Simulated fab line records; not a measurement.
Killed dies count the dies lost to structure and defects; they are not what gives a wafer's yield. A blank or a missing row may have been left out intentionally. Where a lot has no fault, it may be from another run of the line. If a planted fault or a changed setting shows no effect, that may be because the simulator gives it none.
What tool caused it? -- flow nand-harc -- 18 wafers from 6 lots sampled at 2 of the route's 1302 steps

## WHAT EACH GAUGE READ, for each wafer
NHARC_P_CONTACT_INSPECT_14.
lot,measured,on,raw-defect-count
L554,day 6 11:53,defect-inspect-01,2 1 4
L556,day 6 21:39,defect-inspect-01,1 4 1
L562,day 9 14:07,defect-inspect-01,7 3 1
L564,day 10 12:29,defect-inspect-01,10 2 8
L566,day 11 20:33,defect-inspect-01,5 3 4
L573,day 14 06:33,defect-inspect-02,3 6 6

## WHAT TOOL EACH LOT RAN ON (gives the tool, then ch and the chambers of the sampled wafers, and finally the start)
lot,NHARC_P_CONTACT_DEP_00
L554,"pecvd-03 ch 0,1, day 6 11:53 or earlier"
L556,"pecvd-03 ch 1,2, day 6 21:39 or earlier"
L562,"pecvd-03 ch 0,1,2, day 9 14:07 or earlier"
L564,"pecvd-04 ch 0,1, day 10 12:29 or earlier"
L566,"pecvd-04 ch 1,2, day 11 20:33 or earlier"
L573,"pecvd-04 ch 0,1,2, day 14 06:33 or earlier"
- NHARC_P_CONTACT_DEP_00: deposits SiO2, target thk 500 nm.

## THE ANSWER, worked out from the rows above alone
Rule: usual is defined by the lots themselves. Put in order of their means at a reading, lots are off if they are a third of the lots or fewer, leave a main group of 4 or more, and stand apart from it by a gap of 3 or more times the standard deviation of the main group's means; of several such gaps the widest counts. The tables above print the reading to a certain number of digits; a main group whose means all agree to those digits is not used. Also off: a lot with no number at a reading for which 4 or more lots have one. All remaining lots with rows at the step are treated as sound.
None of the lots is off at any reading shown; this tells nothing.

## WHAT HAD BEEN PUT IN BY THE SIMULATOR
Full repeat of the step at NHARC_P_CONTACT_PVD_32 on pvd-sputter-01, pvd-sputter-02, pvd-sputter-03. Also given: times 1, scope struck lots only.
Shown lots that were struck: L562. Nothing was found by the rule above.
